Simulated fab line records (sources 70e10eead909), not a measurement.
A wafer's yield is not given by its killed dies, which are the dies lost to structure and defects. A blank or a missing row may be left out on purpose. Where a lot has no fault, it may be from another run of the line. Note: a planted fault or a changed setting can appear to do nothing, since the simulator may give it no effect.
Which of the tools did it? / flow nand_harc / 13 lots, 39 wafers sampled, at 5 steps of a route of 1159

== WHAT EACH GAUGE READ, for each wafer ==
NHARC_END_SORT_01. Usual: killed_at_array 24, standard deviation 8.4; killed_at_other 0.7, standard deviation 1.1; killed_at_periphery 2.9, standard deviation 1.7; killed_dies 27, standard deviation 8.6; killed_open 3.3, standard deviation 1.8; killed_short 1.8, standard deviation 1.4.
lot=L985; measured=day 22 12:31; on=prober-02; killed_at_array=12 16 13; killed_at_other=0 0 0; killed_at_periphery=665 661 664; killed_dies=677 677 677; killed_open=3 8 3; killed_short=4 1 0; flag=OFF
lot=L986; measured=day 23 10:20; on=prober-02; killed_at_array=29 37 37; killed_at_other=0 0 1; killed_at_periphery=648 640 639; killed_dies=677 677 677; killed_open=5 7 2; killed_short=0 0 1; flag=OFF

== WHICH TOOL RAN EACH LOT (tool, then ch and the chambers of the sampled wafers, then the start) ==
lot=L970; NHARC_P_STI_DESCUM_14=rie_diel-12 ch 2,3, day 2 15:17; NHARC_P_GATE_CVD_17=lpcvd_poly-03 ch 0, day 4 16:47; NHARC_P_GATE_HM_DEP_102=acl_dep-02 ch 0, day 4 20:44; NHARC_P_GATE_DEP_103=pecvd-04 ch 0,1,2, day 4 21:28
lot=L971; NHARC_P_STI_DESCUM_14=rie_diel-09 ch 0,2,3, day 2 15:26; NHARC_P_GATE_CVD_17=lpcvd_poly-03 ch 0, day 4 16:47; NHARC_P_GATE_HM_DEP_102=acl_dep-03 ch 0, day 4 21:29; NHARC_P_GATE_DEP_103=pecvd-01 ch 0,1,2, day 4 22:03
lot=L972; NHARC_P_STI_DESCUM_14=rie_diel-10 ch 0,1,2, day 2 23:29; NHARC_P_GATE_CVD_17=lpcvd_poly-02 ch 0, day 4 21:49; NHARC_P_GATE_HM_DEP_102=acl_dep-03 ch 0, day 5 01:13; NHARC_P_GATE_DEP_103=pecvd-01 ch 0,2, day 5 01:55
lot=L973; NHARC_P_STI_DESCUM_14=rie_diel-09 ch 0,1, day 3 10:38; NHARC_P_GATE_CVD_17=lpcvd_poly-01 ch 0, day 5 10:37; NHARC_P_GATE_HM_DEP_102=acl_dep-01 ch 0, day 5 14:14; NHARC_P_GATE_DEP_103=pecvd-01 ch 0,1, day 5 14:49
lot=L976; NHARC_P_STI_DESCUM_14=rie_diel-10 ch 0,1,3, day 4 01:11; NHARC_P_GATE_CVD_17=lpcvd_poly-03 ch 0, day 6 03:05; NHARC_P_GATE_HM_DEP_102=acl_dep-01 ch 0, day 6 06:52; NHARC_P_GATE_DEP_103=pecvd-01 ch 0,1, day 6 07:52
lot=L982; NHARC_P_STI_DESCUM_14=rie_diel-12 ch 0,2, day 5 07:42; NHARC_P_GATE_CVD_17=lpcvd_poly-03 ch 0, day 7 15:39; NHARC_P_GATE_HM_DEP_102=acl_dep-03 ch 0, day 7 19:06; NHARC_P_GATE_DEP_103=pecvd-01 ch 0,1,2, day 7 19:35
lot=L985; NHARC_P_STI_DESCUM_14=rie_diel-10 ch 0,1, day 6 06:20; NHARC_P_GATE_CVD_17=lpcvd_poly-01, day 8 05:50; NHARC_P_GATE_HM_DEP_102=acl_dep-01 ch 0, day 8 12:37; NHARC_P_GATE_DEP_103=pecvd-01 ch 0,2, day 8 13:10
lot=L986; NHARC_P_STI_DESCUM_14=rie_diel-12 ch 1,3, day 6 10:53; NHARC_P_GATE_CVD_17=lpcvd_poly-01, day 8 05:50; NHARC_P_GATE_HM_DEP_102=acl_dep-01 ch 0, day 8 13:09; NHARC_P_GATE_DEP_103=pecvd-04 ch 0,2, day 8 14:08
lot=L988; NHARC_P_STI_DESCUM_14=rie_diel-12 ch 1,3, day 6 23:52; NHARC_P_GATE_CVD_17=lpcvd_poly-01 ch 0, day 9 00:53; NHARC_P_GATE_HM_DEP_102=acl_dep-02 ch 0, day 9 04:52; NHARC_P_GATE_DEP_103=pecvd-01 ch 0,2, day 9 05:33
lot=L990; NHARC_P_STI_DESCUM_14=rie_diel-09 ch 1,2, day 7 07:36; NHARC_P_GATE_CVD_17=lpcvd_poly-01 ch 0, day 9 05:20; NHARC_P_GATE_HM_DEP_102=acl_dep-01 ch 0, day 9 07:57; NHARC_P_GATE_DEP_103=pecvd-01 ch 0,2, day 9 08:43
lot=L989; NHARC_P_STI_DESCUM_14=rie_diel-10 ch 0,2,3, day 7 07:46; NHARC_P_GATE_CVD_17=lpcvd_poly-01 ch 0, day 9 05:20; NHARC_P_GATE_HM_DEP_102=acl_dep-02 ch 0, day 9 07:57; NHARC_P_GATE_DEP_103=pecvd-02 ch 1,2, day 9 08:41
lot=L991; NHARC_P_STI_DESCUM_14=rie_diel-10 ch 1,3, day 7 18:53; NHARC_P_GATE_CVD_17=lpcvd_poly-02 ch 0, day 9 23:01; NHARC_P_GATE_HM_DEP_102=acl_dep-03 ch 0, day 10 02:41; NHARC_P_GATE_DEP_103=pecvd-01 ch 0,1, day 10 03:14
lot=L992; NHARC_P_STI_DESCUM_14=rie_diel-12 ch 0,1,3, day 7 23:10; NHARC_P_GATE_CVD_17=lpcvd_poly-03 ch 0, day 10 07:40; NHARC_P_GATE_HM_DEP_102=acl_dep-02 ch 0, day 10 12:50; NHARC_P_GATE_DEP_103=pecvd-01 ch 0,2, day 10 13:37
- NHARC_P_STI_DESCUM_14: chemistry O2, time 3 s.
- NHARC_P_GATE_CVD_17: deposits poly-Si, target thk 150 nm, time 900 s.
- NHARC_P_GATE_HM_DEP_102: deposits aC, target thk 120 nm.
- NHARC_P_GATE_DEP_103: deposits SiON, target thk 30 nm.

== WHAT THE TOOLS THEMSELVES READ (means of the sampled wafers that have a number; where no wafer has one, the mark that the record gives instead) ==
NHARC_P_STI_DESCUM_14. Usual: drypump_motor_current_A 5.5 A, standard deviation 0.57; mfc_ar_sccm 0.015 sccm, standard deviation 0.014; oes_product_au 0.999 a.u., standard deviation 0.014; rf_vpp_V 57.8 V, standard deviation 0.89; showerhead_plenum_p_Torr 1.93 Torr, standard deviation 0.071; throttle_valve_pct 11.312 %, standard deviation 0.0088.
lot=L970; tool=rie_diel-12; drypump_motor_current_A (A)=5.2; mfc_ar_sccm (sccm)=0.002; oes_product_au (a.u.)=1.004; rf_vpp_V (V)=58.6; showerhead_plenum_p_Torr (Torr)=1.93; throttle_valve_pct (%)=11.310; flag=
lot=L971; tool=rie_diel-09; drypump_motor_current_A (A)=5.7; mfc_ar_sccm (sccm)=0.011; oes_product_au (a.u.)=1.001; rf_vpp_V (V)=57.9; showerhead_plenum_p_Torr (Torr)=1.95; throttle_valve_pct (%)=11.314; flag=
lot=L972; tool=rie_diel-10; drypump_motor_current_A (A)=5.6; mfc_ar_sccm (sccm)=0.019; oes_product_au (a.u.)=1.013; rf_vpp_V (V)=58.5; showerhead_plenum_p_Torr (Torr)=1.90; throttle_valve_pct (%)=11.307; flag=
lot=L973; tool=rie_diel-09; drypump_motor_current_A (A)=6.4; mfc_ar_sccm (sccm)=0.026; oes_product_au (a.u.)=0.997; rf_vpp_V (V)=57.6; showerhead_plenum_p_Torr (Torr)=1.92; throttle_valve_pct (%)=11.310; flag=
lot=L976; tool=rie_diel-10; drypump_motor_current_A (A)=5.7; mfc_ar_sccm (sccm)=0.031; oes_product_au (a.u.)=0.993; rf_vpp_V (V)=58.3; showerhead_plenum_p_Torr (Torr)=1.92; throttle_valve_pct (%)=11.305; flag=
lot=L982; tool=rie_diel-12; drypump_motor_current_A (A)=5.6; mfc_ar_sccm (sccm)=0.002; oes_product_au (a.u.)=0.992; rf_vpp_V (V)=57.3; showerhead_plenum_p_Torr (Torr)=1.94; throttle_valve_pct (%)=11.308; flag=
lot=L985; tool=rie_diel-10; drypump_motor_current_A (A)=6.1; mfc_ar_sccm (sccm)=0.031; oes_product_au (a.u.)=1.013; rf_vpp_V (V)=57.1; showerhead_plenum_p_Torr (Torr)=1.86; throttle_valve_pct (%)=11.314; flag=
lot=L986; tool=rie_diel-12; drypump_motor_current_A (A)=5.4; mfc_ar_sccm (sccm)=0.006; oes_product_au (a.u.)=1.008; rf_vpp_V (V)=57.3; showerhead_plenum_p_Torr (Torr)=1.89; throttle_valve_pct (%)=11.321; flag=
lot=L988; tool=rie_diel-12; drypump_motor_current_A (A)=5.4; mfc_ar_sccm (sccm)=0.006; oes_product_au (a.u.)=1.016; rf_vpp_V (V)=58.0; showerhead_plenum_p_Torr (Torr)=1.89; throttle_valve_pct (%)=11.315; flag=
lot=L990; tool=rie_diel-09; drypump_motor_current_A (A)=6.0; mfc_ar_sccm (sccm)=0.019; oes_product_au (a.u.)=0.992; rf_vpp_V (V)=57.8; showerhead_plenum_p_Torr (Torr)=1.99; throttle_valve_pct (%)=11.318; flag=
lot=L989; tool=rie_diel-10; drypump_motor_current_A (A)=5.5; mfc_ar_sccm (sccm)=0.024; oes_product_au (a.u.)=0.998; rf_vpp_V (V)=58.0; showerhead_plenum_p_Torr (Torr)=1.93; throttle_valve_pct (%)=11.307; flag=
lot=L991; tool=rie_diel-10; drypump_motor_current_A (A)=5.2; mfc_ar_sccm (sccm)=0.031; oes_product_au (a.u.)=0.993; rf_vpp_V (V)=58.3; showerhead_plenum_p_Torr (Torr)=1.98; throttle_valve_pct (%)=11.314; flag=
lot=L992; tool=rie_diel-12; drypump_motor_current_A (A)=5.6; mfc_ar_sccm (sccm)=0.006; oes_product_au (a.u.)=1.003; rf_vpp_V (V)=58.0; showerhead_plenum_p_Torr (Torr)=1.89; throttle_valve_pct (%)=11.310; flag=

NHARC_P_GATE_CVD_17. Usual: run_length_s 901.3 s, standard deviation 0.7; spike_tc_bottom_C 642.0 C, standard deviation 1.1; spike_tc_top_C 639.1 C, standard deviation 1.4; zone_power_centre_pct 8.8 %, standard deviation 0.95.
lot=L970; tool=lpcvd_poly-03; run_length_s (s)=900.8; spike_tc_bottom_C (C)=642.2; spike_tc_top_C (C)=638.4; zone_power_centre_pct (%)=8.0; flag=
lot=L971; tool=lpcvd_poly-03; run_length_s (s)=900.8; spike_tc_bottom_C (C)=642.7; spike_tc_top_C (C)=638.6; zone_power_centre_pct (%)=7.9; flag=
lot=L972; tool=lpcvd_poly-02; run_length_s (s)=903.0; spike_tc_bottom_C (C)=643.0; spike_tc_top_C (C)=637.1; zone_power_centre_pct (%)=10.4; flag=
lot=L973; tool=lpcvd_poly-01; run_length_s (s)=901.1; spike_tc_bottom_C (C)=640.6; spike_tc_top_C (C)=641.0; zone_power_centre_pct (%)=9.2; flag=
lot=L976; tool=lpcvd_poly-03; run_length_s (s)=900.8; spike_tc_bottom_C (C)=642.4; spike_tc_top_C (C)=639.4; zone_power_centre_pct (%)=7.9; flag=
lot=L982; tool=lpcvd_poly-03; run_length_s (s)=900.9; spike_tc_bottom_C (C)=643.8; spike_tc_top_C (C)=639.3; zone_power_centre_pct (%)=7.9; flag=
lot=L985; tool=lpcvd_poly-01; run_length_s (s)=-; spike_tc_bottom_C (C)=-; spike_tc_top_C (C)=-; zone_power_centre_pct (%)=-; flag=OFF
lot=L986; tool=lpcvd_poly-01; run_length_s (s)=-; spike_tc_bottom_C (C)=-; spike_tc_top_C (C)=-; zone_power_centre_pct (%)=-; flag=OFF
lot=L988; tool=lpcvd_poly-01; run_length_s (s)=901.3; spike_tc_bottom_C (C)=640.9; spike_tc_top_C (C)=640.7; zone_power_centre_pct (%)=9.1; flag=
lot=L990; tool=lpcvd_poly-01; run_length_s (s)=901.6; spike_tc_bottom_C (C)=641.3; spike_tc_top_C (C)=639.5; zone_power_centre_pct (%)=9.2; flag=
lot=L989; tool=lpcvd_poly-01; run_length_s (s)=901.1; spike_tc_bottom_C (C)=640.6; spike_tc_top_C (C)=640.1; zone_power_centre_pct (%)=9.2; flag=
lot=L991; tool=lpcvd_poly-02; run_length_s (s)=901.8; spike_tc_bottom_C (C)=640.6; spike_tc_top_C (C)=637.0; zone_power_centre_pct (%)=10.3; flag=
lot=L992; tool=lpcvd_poly-03; run_length_s (s)=900.9; spike_tc_bottom_C (C)=642.2; spike_tc_top_C (C)=639.0; zone_power_centre_pct (%)=7.9; flag=

NHARC_P_GATE_HM_DEP_102. Usual: throttle_valve_pct at 35.001 %, with a standard deviation of 0.0089.
lot=L970; tool=acl_dep-02; throttle_valve_pct (%)=35.001; flag=
lot=L971; tool=acl_dep-03; throttle_valve_pct (%)=34.999; flag=
lot=L972; tool=acl_dep-03; throttle_valve_pct (%)=34.998; flag=
lot=L973; tool=acl_dep-01; throttle_valve_pct (%)=35.003; flag=
lot=L976; tool=acl_dep-01; throttle_valve_pct (%)=34.997; flag=
lot=L982; tool=acl_dep-03; throttle_valve_pct (%)=34.997; flag=
lot=L985; tool=acl_dep-01; throttle_valve_pct (%)=35.003; flag=
lot=L986; tool=acl_dep-01; throttle_valve_pct (%)=34.999; flag=
lot=L988; tool=acl_dep-02; throttle_valve_pct (%)=35.000; flag=
lot=L990; tool=acl_dep-01; throttle_valve_pct (%)=35.002; flag=
lot=L989; tool=acl_dep-02; throttle_valve_pct (%)=34.993; flag=
lot=L991; tool=acl_dep-03; throttle_valve_pct (%)=35.002; flag=
lot=L992; tool=acl_dep-02; throttle_valve_pct (%)=34.983; flag=

NHARC_P_GATE_DEP_103. Usual: heater_power_w at 750 W, with a standard deviation of 73.
lot=L970; tool=pecvd-04; heater_power_w (W)=800; flag=
lot=L971; tool=pecvd-01; heater_power_w (W)=714; flag=
lot=L972; tool=pecvd-01; heater_power_w (W)=813; flag=
lot=L973; tool=pecvd-01; heater_power_w (W)=744; flag=
lot=L976; tool=pecvd-01; heater_power_w (W)=757; flag=
lot=L982; tool=pecvd-01; heater_power_w (W)=724; flag=
lot=L985; tool=pecvd-01; heater_power_w (W)=767; flag=
lot=L986; tool=pecvd-04; heater_power_w (W)=795; flag=
lot=L988; tool=pecvd-01; heater_power_w (W)=748; flag=
lot=L990; tool=pecvd-01; heater_power_w (W)=741; flag=
lot=L989; tool=pecvd-02; heater_power_w (W)=805; flag=
lot=L991; tool=pecvd-01; heater_power_w (W)=696; flag=
lot=L992; tool=pecvd-01; heater_power_w (W)=720; flag=

== THE ANSWER, worked out from the rows above alone ==
Rule: a lot is off if the mean of its wafers that have a number lies more than 3 standard deviations from the usual mean. A lot without any number at a reading at which 4 lots or more have one is off too. The other lots that the step has rows for count as sound. Order of review: gauges by route order, followed by the tools' own readings, for which a lot's mean as printed above is used. At the first step where some lot is off, the reading lying furthest off is the one used; lots without a number count as furthest.
Off at NHARC_END_SORT_01 (killed_at_periphery): L985, L986. Neither off nor sound, because the step has no rows for them: L970, L971, L972, L973, L976, L982, L988, L990, L989, L991, L992.
If a tool, at a process step before that reading, ran all the lots that are off and no sound lot after the first of them, it fits. Not tried: the gauges at NHARC_END_SORT_01; whatever is off there is also off at NHARC_P_GATE_CVD_17, on other tools, and gauge error can't account for it. Can't be told from this: 2 tools fit, lpcvd_poly-01 at NHARC_P_GATE_CVD_17, acl_dep-01 at NHARC_P_GATE_HM_DEP_102.

== WHAT THE SIMULATOR HAD PUT IN ==
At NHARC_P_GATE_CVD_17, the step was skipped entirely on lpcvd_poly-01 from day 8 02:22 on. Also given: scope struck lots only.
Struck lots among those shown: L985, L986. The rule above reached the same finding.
